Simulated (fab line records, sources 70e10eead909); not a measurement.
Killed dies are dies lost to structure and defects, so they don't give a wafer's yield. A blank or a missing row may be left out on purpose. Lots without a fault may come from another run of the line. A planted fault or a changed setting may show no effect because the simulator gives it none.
Chamber matching | flow nand_harc | NHARC_P_BONDPAD_DESCUM_11 on rie_diel-11: 4 sister chambers
The step chemistry O2, time 3 s. 4 wafers are shown with their chamber, then 12 later ones without.

WAFERS WITH THEIR CHAMBER
wafer  | chamber | drypump_motor_current_A (A)
L083.4 | 0       | 5.7
L090.3 | 3       | 5.2
L090.4 | 2       | 5.0
L090.6 | 1       | 5.9

WAFERS WITHOUT THEIR CHAMBER
wafer  | drypump_motor_current_A (A)
L091.1 | 5.1
L091.3 | 5.9
L091.5 | 5.7
L095.4 | 5.1
L095.5 | 5.7
L095.6 | 5.9
L096.2 | 5.1
L096.3 | 5.9
L096.5 | 5.8
L097.3 | 5.7
L097.4 | 5.8
L097.5 | 5.8

WHICH CHAMBER EACH WENT THROUGH
wafer  | from the rows above     | in truth
L091.1 | can't be placed: 2 or 3 | 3
L091.3 | 1                       | 1
L091.5 | 0                       | 0
L095.4 | can't be placed: 2 or 3 | 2
L095.5 | 0                       | 0
L095.6 | 1                       | 1
L096.2 | can't be placed: 2 or 3 | 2
L096.3 | 1                       | 1
L096.5 | can't be placed: 0 or 1 | 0
L097.3 | 0                       | 0
L097.4 | can't be placed: 0 or 1 | 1
L097.5 | can't be placed: 0 or 1 | 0
Placed correctly: 6 of 12. Can't be placed from these rows: 6 (the true chamber is among the candidates in 6). Placed wrongly: 0.
How it was worked out, from the rows above alone: a wafer's distance from a chamber is the root of the sum, over the readings, of the square of ((its reading less the chamber's mean) divided by the reading's scatter). The wafer belongs to the nearest chamber; if the next one is less than 2 further off, it can't be placed. A chamber's mean is the mean of its shown wafers. The scatter: with one shown wafer a chamber, the root of the mean of the squares of how far each hidden wafer lies from its nearest shown one.
